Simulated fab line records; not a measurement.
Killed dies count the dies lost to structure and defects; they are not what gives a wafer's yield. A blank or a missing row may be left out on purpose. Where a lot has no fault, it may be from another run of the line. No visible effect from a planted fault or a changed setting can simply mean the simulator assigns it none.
A struck lot beside a sound one + flow n5-finfet + 14 out of 1938 route steps
Sound: the wafers L933.3, L933.4. The struck wafers were L931.3, L931.4, L931.5. The cause comes at the end.
At each step with rows: each side's tool, then ch and its chambers, then its first start. Under that, the readings that differ: sound wafers + struck wafers + difference of the means + sigmas: that difference in standard deviations of wafers without a fault.
alike: words and numbers the same on both sides, and readings whose means are apart by under 2 such deviations; not compared: readings that were withheld, readings missing a value for some wafer, numbers with overlapping values and no deviation given by the record, and bounds like >300 which may hide the same value.
A row with sigmas, a row that says differs or no value, or rows on one side alone: a step with any of these is where the two part. Numbers that have no deviation but don't overlap get no sigmas and don't part them. Lack of a reading on every wafer of one side parts them only where that side has two or more wafers.

N5_BEOL_M8_STRIP_67: strips in CF4.
  sound on rie-diel-02 ch 1,3, day 14 16:17; struck on rie-diel-03 ch 2,3, day 13 11:26
  alike: drypump-motor-current-A, oes-product-au, rf-vpp-V, showerhead-plenum-p-Torr, throttle-valve-pct
  not compared: rf-hours-counter-h
N5_BEOL_M8_HM_OPEN_17: chemistry Cl2/BCl3, target TiN, target depth 20 nm, overetch 6 nm.
  sound on rie-metal-03 ch 0,1, day 14 16:22; struck on rie-metal-01 ch 0,1, day 13 11:31
  alike: drypump-motor-current-A, oes-product-au, throttle-valve-pct
  not compared: rf-hours-counter-h
N5_BEOL_M8_STRIP_19: strips in O2.
  sound on rie-diel-01 ch 0, day 14 16:28; struck on rie-diel-03 ch 2,3, day 13 11:35
  alike: drypump-motor-current-A, oes-product-au, rf-vpp-V, showerhead-plenum-p-Torr, throttle-valve-pct
  not compared: rf-hours-counter-h
N5_BEOL_M8_CD_MEAS_18: pitch 80 nm, target cd 40 nm.
  struck on cd-sem-03, day 13 11:40; sound on cd-sem-03, day 14 16:32
  alike: cd-nm
then, 8 steps without rows for these wafers: N5_BEOL_M8_COAT_63 (time 60 s, resist thk 60 nm); N5_BEOL_M8_COAT_64 (time 60 s, resist thk 12 nm); N5_BEOL_M8_COAT_71 (time 60 s, resist thk 5 nm); N5_BEOL_M8_COAT_22 (resist thk 30 nm); N5_BEOL_M8_EBR_24; N5_BEOL_M8_SOFTBAKE_23 (time 60 s); N5_BEOL_M8_EXPOSE_25 (exposes mask V7, target cd 40 nm); N5_BEOL_M8_PEB_26 (peb time 60 s).
N5_BEOL_M8_DEVELOP_27: develop time 30 s.
  struck on litho-track-05, day 13 15:50; sound on litho-track-05 ch 0, day 14 16:49
  no value came back on the struck wafers for chill-plate-temp-C (C), develop-time-s (s); on the sound wafers chill-plate-temp-C (C) reads 23.05 22.99
| reading                                      | sound     | struck     | difference | sigmas |
|----------------------------------------------|-----------|------------|------------|--------|
| model.CAR-EUV_of_BEOL_M8_COAT_22.thk-nm (nm) | 29.6 29.6 | 30 30 30.2 | +0         |        |
N5_BEOL_M8_CD_MEAS_28 targets a cd of 40 nm.
  sound on cd-sem-03 ch 0, day 14 16:52; struck on cd-sem-02 ch 0, day 13 15:54
| reading    | sound       | struck | difference                    | sigmas |
|------------|-------------|--------|-------------------------------|--------|
| cd-nm (nm) | 39.59 39.79 | - - -  | no value on the struck wafers |        |

## WHERE THEY PART
Last at N5_BEOL_M8_CD_MEAS_28 as far as this record goes, first at N5_BEOL_M8_DEVELOP_27.

WHY: what the simulator had put in
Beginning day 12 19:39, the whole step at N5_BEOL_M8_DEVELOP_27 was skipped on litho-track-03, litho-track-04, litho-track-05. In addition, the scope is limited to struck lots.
